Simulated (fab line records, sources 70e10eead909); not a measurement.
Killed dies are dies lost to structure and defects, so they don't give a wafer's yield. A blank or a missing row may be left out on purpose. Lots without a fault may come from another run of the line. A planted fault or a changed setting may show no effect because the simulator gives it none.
fab line records | flow nand_harc
record lots=12 wafers=36 last_day=24
route steps=1159 shown P_M2@339 P_BONDPAD@351 END@1159
lots that met no fault: from a run of the same line without faults
start_h: hours from the record's first day to the start of the lot's first wafer shown | wait_h: hours since the lot's step before | " the same as in the row above | L1.1+2: a row that stands for several wafers | - no value, or no start given | * or withheld: withheld | < > ~ a bound
route shown NAME@n: a module of which the file shows steps, and the number in the route of the first | usual: mean/standard deviation of fault-free wafers | same: alike in all rows | chamber/n: place in a boat | sites: the reading at each site | _std_site: their standard deviation | _edge_site: outer sites' mean less inner sites' | radius_mm: how far each site lies from the wafer's centre | mask NAME#n: copy n | behind: the tool/chamber that last shaped the wafer | hold: why the lot was held/for how many hours/how that ended | device: the transistor (n, p or np) that didn't switch | end of line: the same wafers' tests at the end of the route | a step without rows: its recipe alone | killed: dies lost to structure and defects at the first sort, not the wafer's yield | map: a wafer's dies, x killed, . not, _ none there
set.NAME: the setting as run; set.NAME@STEP: as run at that earlier step | model.NAME: the simulator's own value behind a step, which no gauge read
steps of the route over a sample of lots; a table a step, a row a wafer
services: from which hour (start_h, from the record's first day; less than 0 if before it) a tool's chamber was out of use, for how many hours, and why
## steps
# step NHARC_P_M2_PRE_CLEAN_30
# recipe time_s=30 temp_c=280 gas=H2/He
# usual heater_power_w=433/45
# columns lot.wafer tool chamber start_h wait_h heater_power_w
L122.3 pvd_sputter-03 - - - 346
L122.1 " - " " 547
L122.6 " - " " 448
L123.3 pvd_sputter-03 - - - 407
L123.6 " - " " 448
L123.5 " - " " 398
L124.2 pvd_sputter-02 - - - 451
L124.4 " - " " 394
L124.5 " - " " 446
L126.4 pvd_sputter-03 - - - 354
L126.1 " - " " 452
L126.6 " - " " 546
L128.2 pvd_sputter-03 - - - 364
L128.1 " - " " 449
L128.6 " - " " 400
L130.3 pvd_sputter-02 - - - 450
L130.4 " - " " 402
L130.6 " - " " 453
L131.1 pvd_sputter-02 - - - 363
L131.6 " - " " 445
L131.5 " - " " 456
L132.1 pvd_sputter-02 - - - 394
L132.6 " - " " 443
L132.5 " - " " 461
L133.2 pvd_sputter-02 - - - 363
L133.4 " - " " 441
L133.6 " - " " 406
L135.4 pvd_sputter-01 - - - 436
L135.3 " - " " 479
L135.5 " - " " 435
L144.1 pvd_sputter-01 - - - 445
L144.3 " - " " 480
L144.5 " - " " 406
L145.1 pvd_sputter-02 - - - 371
L145.5 " - " " 443
L145.6 " - " " 440
# step NHARC_P_M2_ECD_22
# recipe target_thk_a=4000 bath_temp_c=25 material=Cu
# columns lot.wafer tool chamber start_h wait_h
L122.1+3+6 ecd_cu-01 0,1,0 134.57 -
L123.3+6+5 ecd_cu-01 0,1,0 140.43 -
L124.2+4+5 ecd_cu-02 1,0,0 140.84 -
L126.1+4+6 ecd_cu-01 1,1,0 151.89 -
L128.2+1+6 ecd_cu-02 1,0,0 157.27 -
L130.3+4+6 ecd_cu-02 0,1,1 176.93 -
L131.1+6+5 ecd_cu-02 0,1,0 177.85 -
L132.1+5+6 ecd_cu-02 1,0,1 192.03 -
L133.2+4+6 ecd_cu-02 1,0,0 193.01 -
L135.3+4+5 ecd_cu-02 0,1,1 201.87 -
L144.1+3+5 ecd_cu-01 1 257.12 -
L145.1+5+6 ecd_cu-01 1,0,1 271.63 -
# step NHARC_P_M2_CMP_23
# recipe t_overpolish_s=20 target_thk_nm=144.3
# usual motor_current_A=12.0/0.96 retaining_ring_pressure_frac=1.000/0.0051 slurry_flow_ml_min=150.0/0.55 time_to_endpoint_s=29/3.2
# same t_overpolish_s=20
# columns lot.wafer tool chamber start_h wait_h motor_current_A retaining_ring_pressure_frac slurry_flow_ml_min time_to_endpoint_s
L122.1 cmp-04 1 135.35 - 13.4 0.999 149.4 28
L122.3 " 2 " " 11.8 0.995 149.3 27
L122.6 " 3 " " 10.8 0.993 150.4 23
L123.3 cmp-04 2 141.06 - 12.5 1.001 149.1 25
L123.5 " 1 " " 12.8 0.993 149.5 30
L123.6 " 2 " " 12.4 1.002 150.7 29
L124.2 cmp-04 3 141.59 - 10.9 1.000 150.4 26
L124.4 " 1 " " 13.3 0.998 149.6 29
L124.5 " 2 " " 11.5 1.001 149.3 28
L126.4 cmp-04 0 152.61 - 12.6 0.995 149.2 36
L126.1 " 1 " " 13.9 0.995 150.3 28
L126.6 " 0 " " 12.8 0.999 149.4 32
L128.2 cmp-01 3 157.99 - 12.7 1.003 150.2 29
L128.1 " 2 " " 13.2 0.996 150.4 29
L128.6 " 3 " " 12.7 1.002 150.3 30
L130.4 cmp-04 2 177.55 - 12.0 0.988 149.7 24
L130.3 " 3 " " 11.5 1.004 150.2 24
L130.6 " 3 " " 10.6 1.009 150.7 24
L131.1 cmp-03 1 178.57 - 10.2 0.997 149.9 28
L131.6 " 0 " " 10.9 0.996 150.4 28
L131.5 " 1 " " 10.6 1.004 150.0 27
L132.1 cmp-04 3 192.74 - 11.1 1.007 150.0 22
L132.6 " 2 " " 12.5 1.000 149.3 26
L132.5 " 3 " " 11.0 1.003 150.3 23
L133.4 cmp-04 2 193.70 - 12.0 0.999 149.9 29
L133.2 " 3 " " 10.9 1.001 149.6 22
L133.6 " 2 " " 12.2 0.995 150.3 28
L135.3 cmp-03 2 202.49 - 12.3 1.007 149.8 32
L135.4 " 3 " " 13.2 0.995 150.8 30
L135.5 " 3 " " 11.7 0.996 150.7 16
L144.3 cmp-04 0 257.92 - 11.9 1.007 149.8 36
L144.1 " 1 " " 13.9 0.999 150.5 27
L144.5 " 2 " " 12.1 0.996 150.2 29
L145.1 cmp-01 2 272.39 - 13.0 0.994 149.5 30
L145.5 " 3 " " 13.1 0.998 149.2 29
L145.6 " 0 " " 11.6 1.001 149.8 31
# step NHARC_P_M2_INSPECT_27
# usual raw_defect_count=314/110
# columns lot.wafer tool chamber start_h wait_h raw_defect_count
L122.1 defect_inspect-01 - 135.77 0.0 250
L122.3 " - " " 188
L122.6 " - " " 174
L123.3 defect_inspect-01 - 141.51 0.0 322
L123.5 " - " " 230
L123.6 " - " " 257
L124.2 defect_inspect-02 - 142.04 0.0 437
L124.4 " - " " 304
L124.5 " - " " 310
L126.1 defect_inspect-01 - 153.09 0.0 328
L126.4 " - " " 372
L126.6 " - " " 422
L128.1 defect_inspect-02 - 158.46 0.0 432
L128.2 " - " " 284
L128.6 " - " " 249
L130.3 defect_inspect-02 - 178.03 0.0 266
L130.4 " - " " 287
L130.6 " - " " 301
L131.1 defect_inspect-02 - 179.05 0.0 419
L131.5 " - " " 365
L131.6 " - " " 780
L132.1 defect_inspect-01 - 193.18 0.0 221
L132.5 " - " " 230
L132.6 " - " " 422
L133.2 defect_inspect-02 - 194.16 0.0 151
L133.4 " - " " 389
L133.6 " - " " 243
L135.3 defect_inspect-02 - 202.97 0.0 238
L135.4 " - " " 261
L135.5 " - " " 215
L144.1 defect_inspect-02 - 258.34 0.0 280
L144.3 " - " " 226
L144.5 " - " " 215
L145.1 defect_inspect-01 - 272.77 0.0 368
L145.5 " - " " 386
L145.6 " - " " 230
# step NHARC_P_BONDPAD_DEP_00
# recipe target_thk_a=2500 temp_c=370 target_thk_nm=250 pressure_torr=3 flow_sccm=200 rf_w=450 material=SiCN
# usual chamber_pressure_Torr=3.001/0.007 heater_power_w=593/59
# columns lot.wafer tool chamber start_h wait_h chamber_pressure_Torr heater_power_w
L122.3 pecvd-03 2 136.32 - 3.003 520
L122.1 " 0 " " 3.005 606
L122.6 " 2 " " 3.009 523
L123.3 pecvd-01 2 142.11 - 3.016 618
L123.6 " 2 " " 3.010 605
L123.5 " 0 " " 3.009 447
L124.2 pecvd-03 2 142.64 - 2.995 511
L124.4 " 2 " " 2.993 521
L124.5 " 0 " " 2.999 529
L126.1 pecvd-01 0 153.81 - 3.014 538
L126.6 " 1 " " 3.012 522
L126.4 " 2 " " 3.001 570
L128.1 pecvd-03 2 - - 3.005 488
L128.2 " 1 " " 2.996 543
L128.6 " 1 " " 3.000 564
L130.3 pecvd-04 1 178.64 - 2.995 568
L130.6 " 0 " " 3.002 553
L130.4 " 1 " " 2.992 599
L131.1 pecvd-04 2 179.70 - 3.004 720
L131.6 " 0 " " 2.995 603
L131.5 " 1 " " 2.998 687
L132.1 pecvd-04 2 193.78 - 3.000 622
L132.6 " 1 " " 3.001 578
L132.5 " 0 " " 3.006 634
L133.2 pecvd-03 1 - - 2.990 507
L133.6 " 2 " " 3.000 543
L133.4 " 1 " " 2.999 527
L135.3 pecvd-01 2 203.80 - 2.999 657
L135.5 " 1 " " 2.996 592
L135.4 " 2 " " 3.008 643
L144.3 pecvd-01 0 258.94 - 3.000 586
L144.1 " 1 " " 2.983 549
L144.5 " 0 " " 3.003 598
L145.1 pecvd-01 1 273.33 - 3.005 621
L145.5 " 1 " " 3.002 642
L145.6 " 0 " " 2.999 618
# step NHARC_END_SORT_01
# recipe temp_c=25
# usual defect_limited_yield=95.2/1.6 killed_at_array=29/11 killed_at_other=0.7/1.1 killed_at_periphery=3.1/2 killed_dies=33/11 killed_open=3.5/1.8 killed_short=2.0/1.4 sort_bin_2_pct=1.5/0.6 sort_bin_3_pct=0.24/0.19 sort_bin_4_pct=3.1/1.1 sort_n_pass=644/11 sort_rim_yield_pct=96.5/2.3 sort_yield_pct=95.2/1.6
# same gross_dies=677 sort_bin_5_pct[%]=0 sort_bin_6_pct[%]=0 sort_bin_7_pct[%]=0 sort_bin_8_pct[%]=0 sort_rim_n_gross=106.00
# columns lot.wafer tool chamber start_h wait_h defect_limited_yield[%] killed_at_array killed_at_other killed_at_periphery killed_dies killed_open killed_short sort_bin_2_pct[%] sort_bin_3_pct[%] sort_bin_4_pct[%] sort_n_pass sort_rim_yield_pct[%] sort_yield_pct[%]
L122.1 prober-01 0 464.72 2.5 96.6 19 0 4 23 4 0 1.5 0.15 1.8 654 95.3 96.6
L122.3 prober-01 0 466.31 3.1 96.6 20 0 3 23 4 1 1.2 0.15 2.1 654 100.0 96.6
L122.6 prober-01 0 468.70 4.0 96.2 21 0 5 26 5 0 1.3 0.15 2.4 651 97.2 96.2
L126.1 prober-01 0 472.49 2.5 95.1 33 0 0 33 1 0 1.8 0.15 3.0 644 96.2 95.1
L126.4 prober-01 0 474.85 3.4 94.2 38 0 1 39 5 0 1.8 0.74 3.2 638 93.4 94.2
L126.6 prober-01 0 476.43 3.9 94.4 34 0 4 38 5 4 2.2 0.30 3.1 639 100.0 94.4
L135.3 prober-02 0 519.80 3.1 95.6 28 0 2 30 3 3 0.9 0.30 3.2 647 97.2 95.6
L135.5 prober-02 0 521.41 3.7 94.1 39 1 0 40 2 4 1.9 0.44 3.5 637 97.2 94.1
# killed by level:class
L122.1 A_CHANNEL_HOLE_D1:chamber_film_flake=10 A_SLIT:chamber_film_flake=3 A_CONTACT:geometric_particle:open=2 A_CONTACT:chamber_film_flake=2 P_CONTACT:geometric_particle:open=1 A_M1:geometric_particle:open=1 P_ZERO_WELL:chamber_film_flake=1 P_CONTACT:chamber_film_flake=1
L122.3 A_CHANNEL_HOLE_D1:chamber_film_flake=8 A_WL_FILL:geometric_particle:open=2 A_M0:geometric_particle:open=2 P_BONDPAD:chamber_film_flake=2 A_SLIT:chamber_film_flake=2 A_STAIRCASE:chamber_film_flake=2 A_WL_FILL:geometric_particle:short=1 P_ZERO_WELL:chamber_film_flake=1
L122.6 A_CHANNEL_HOLE_D1:chamber_film_flake=10 A_SLIT:chamber_film_flake=3 P_M0:geometric_particle:open=2 A_CONTACT:geometric_particle:open=2 A_M1:chamber_film_flake=2 P_M2:geometric_particle:open=1 P_M2:chamber_film_flake=1 P_BONDPAD:chamber_film_flake=1
L126.1 A_CHANNEL_HOLE_D1:chamber_film_flake=17 A_SLIT:chamber_film_flake=11 A_CONTACT:chamber_film_flake=2 A_M0:geometric_particle:open=1 A_CHANNEL_FILL_D1:chamber_film_flake=1 A_BONDPAD:chamber_film_flake=1
L126.4 A_CHANNEL_HOLE_D1:chamber_film_flake=21 A_SLIT:chamber_film_flake=6 A_CONTACT:geometric_particle:open=4 A_CHANNEL_FILL_D1:chamber_film_flake=3 A_CONTACT:chamber_film_flake=2 P_CONTACT:geometric_particle:open=1 A_STAIRCASE:chamber_film_flake=1 A_BONDPAD:chamber_film_flake=1
L126.6 A_SLIT:chamber_film_flake=14 A_CHANNEL_HOLE_D1:chamber_film_flake=4 A_STAIRCASE:chamber_film_flake=4 A_CONTACT:chamber_film_flake=3 P_CONTACT:geometric_particle:open=2 A_BONDPAD:chamber_film_flake=2 P_M0:geometric_particle:open=1 P_M2:geometric_particle:open=1
L135.3 A_SLIT:chamber_film_flake=12 A_CHANNEL_HOLE_D1:chamber_film_flake=4 A_STAIRCASE:chamber_film_flake=4 A_SGD_CUT:geometric_particle:short=2 A_CONTACT:chamber_film_flake=2 P_CONTACT:geometric_particle:open=1 A_CHANNEL_HOLE_D1:geometric_particle:open=1 A_CHANNEL_FILL_D1:geometric_particle:short=1
L135.5 A_SLIT:chamber_film_flake=18 A_STAIRCASE:chamber_film_flake=8 A_CHANNEL_HOLE_D1:chamber_film_flake=6 A_CHANNEL_FILL_D1:geometric_particle:short=2 A_SGD_CUT:geometric_particle:short=2 A_CHANNEL_HOLE_D1:geometric_particle:open=1 A_SGD_CUT:geometric_particle:open=1 A_CONTACT:chamber_film_flake=1
## services
# columns tool chamber start_h hours kind
cmp-04 - 110.49 4.0 pm
pecvd-03 - 111.00 13.0 pm
pecvd-01 1 113.72 6.4 repair
cmp-03 - 120.61 1.1 repair
cmp-03 - 137.83 0.9 repair
cmp-01 - 156.02 1.3 repair
cmp-03 - 156.09 4.0 pm
pvd_sputter-01 - 158.05 10.0 pm
pvd_sputter-03 - 178.15 4.8 repair
ecd_cu-02 - 180.30 8.0 pm
cmp-01 - 180.98 4.0 pm
ecd_cu-02 - 191.73 0.2 repair
pecvd-04 - 195.04 13.0 pm
ecd_cu-02 - 205.31 1.9 repair
cmp-04 - 208.49 4.0 pm
pvd_sputter-02 - 214.00 10.0 pm
pecvd-01 0 215.17 22.3 repair
pvd_sputter-02 - 229.43 5.2 repair
pecvd-01 - 237.02 13.0 pm
cmp-04 - 242.11 0.2 repair
pecvd-03 0 245.96 2.9 repair
pvd_sputter-03 - 248.91 3.0 repair
cmp-04 - 250.31 4.4 repair
ecd_cu-01 - 272.22 8.0 pm
## key
first_sign step=NHARC_P_M2_CMP_23 reading=time_to_endpoint_s direction=down sigmas=3.9 usual=* struck=*
effect none on later readings
met_at NHARC_P_M2_ECD_22
struck_lots L135
struck_wafers L135.5
not_acting_at NHARC_P_M2_PRE_CLEAN_30,NHARC_P_M2_INSPECT_27,NHARC_P_BONDPAD_DEP_00
onset_between 193.01 201.87
fault kind=process_parameter_drift tool=ecd_cu-02 chamber=- onset_h=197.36 steps=NHARC_P_M2_ECD_22 channel=target_thk_a offset=* shape=step end_h=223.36 scope=struck_wafers_only acts_in=* stated=*
